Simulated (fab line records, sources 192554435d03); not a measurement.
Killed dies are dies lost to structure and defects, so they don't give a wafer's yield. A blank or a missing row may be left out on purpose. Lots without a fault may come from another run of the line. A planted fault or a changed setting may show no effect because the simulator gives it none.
Chamber matching | flow n5_finfet | N5_BEOL_M12_ETCH_68 on rie_diel-04: 4 sister chambers
The step etches SOC in N2/H2, time 285 s. 27 wafers are shown with their chamber, then 12 later ones without.

WAFERS WITH THEIR CHAMBER
wafer  | chamber | drypump_motor_current_A (A) | showerhead_plenum_p_Torr (Torr) | throttle_valve_pct (%)
L075.1 | 3       | 5.6                         | 2.68                            | 17.77
L075.5 | 2       | 5.6                         | 2.62                            | 18.13
L075.6 | 3       | 5.7                         | 2.68                            | 17.77
L077.1 | 2       | 5.6                         | 2.62                            | 18.17
L077.5 | 2       | 5.6                         | 2.62                            | 18.15
L077.6 | 3       | 5.7                         | 2.68                            | 17.77
L076.1 | 0       | 5.5                         | 2.46                            | 17.46
L076.2 | 3       | 5.6                         | 2.68                            | 17.77
L076.3 | 2       | 5.6                         | 2.62                            | 18.14
L076.4 | 1       | 6.2                         | 2.69                            | 17.83
L076.5 | 1       | 6.2                         | 2.69                            | 17.83
L076.6 | 0       | 5.5                         | 2.46                            | 17.47
L083.2 | 0       | 5.5                         | 2.45                            | 17.47
L083.5 | 2       | 5.6                         | 2.61                            | 18.19
L083.6 | 3       | 5.6                         | 2.67                            | 17.80
L085.1 | 3       | 5.6                         | 2.67                            | 17.82
L085.4 | 2       | 5.6                         | 2.61                            | 18.21
L085.6 | 3       | 5.7                         | 2.67                            | 17.81
L087.3 | 0       | 5.5                         | 2.45                            | 17.50
L087.4 | 1       | 6.2                         | 2.68                            | 17.86
L087.6 | 2       | 5.6                         | 2.61                            | 18.18
L088.1 | 3       | 5.7                         | 2.67                            | 17.83
L088.2 | 0       | 5.5                         | 2.45                            | 17.51
L088.6 | 2       | 5.6                         | 2.60                            | 18.19
L092.1 | 2       | 5.6                         | 2.60                            | 18.20
L092.2 | 3       | 5.7                         | 2.66                            | 17.83
L092.3 | 0       | 5.5                         | 2.44                            | 17.52

SIGNATURES (means of the wafers above)
reading                  | chamber 0 | chamber 1 | chamber 2 | chamber 3 | scatter within a chamber
drypump_motor_current_A  | 5.500     | 6.200     | 5.600     | 5.656     | 0.0311
showerhead_plenum_p_Torr | 2.4517    | 2.6867    | 2.6122    | 2.6733    | 0.00753
throttle_valve_pct       | 17.4883   | 17.8400   | 18.1733   | 17.7967   | 0.0261
Rule: a wafer's distance from a chamber is the root of the sum, over the readings, of the square of ((its reading less the chamber's mean) divided by the reading's scatter). The wafer belongs to the nearest chamber; if the next one is less than 2 further off, it can't be placed. The scatter: the root of (the sum of the squares of (reading less its chamber's mean) over the shown wafers, divided by (wafers less chambers)).

WAFERS WITHOUT THEIR CHAMBER
wafer  | drypump_motor_current_A (A) | showerhead_plenum_p_Torr (Torr) | throttle_valve_pct (%)
L094.1 | 5.5                         | 2.44                            | 17.52
L094.4 | 5.6                         | 2.66                            | 17.86
L094.6 | 5.6                         | 2.60                            | 18.20
L093.3 | 5.7                         | 2.66                            | 17.86
L093.4 | 5.7                         | 2.66                            | 17.84
L093.6 | 5.5                         | 2.44                            | 17.53
L095.2 | 5.5                         | 2.44                            | 17.53
L095.3 | 5.7                         | 2.66                            | 17.86
L095.6 | 5.6                         | 2.66                            | 17.85
L096.1 | 5.5                         | 2.44                            | 17.52
L096.2 | 5.7                         | 2.66                            | 17.85
L096.5 | 5.5                         | 2.44                            | 17.53

WHICH CHAMBER EACH WENT THROUGH
wafer  | from the rows above | in truth
L094.1 | 0                   | 0
L094.4 | 3                   | 3
L094.6 | 2                   | 2
L093.3 | 3                   | 3
L093.4 | 3                   | 3
L093.6 | 0                   | 0
L095.2 | 0                   | 0
L095.3 | 3                   | 3
L095.6 | 3                   | 3
L096.1 | 0                   | 0
L096.2 | 3                   | 3
L096.5 | 0                   | 0
Placed correctly: 12 of 12. Can't be placed from these rows: 0. Placed wrongly: 0.
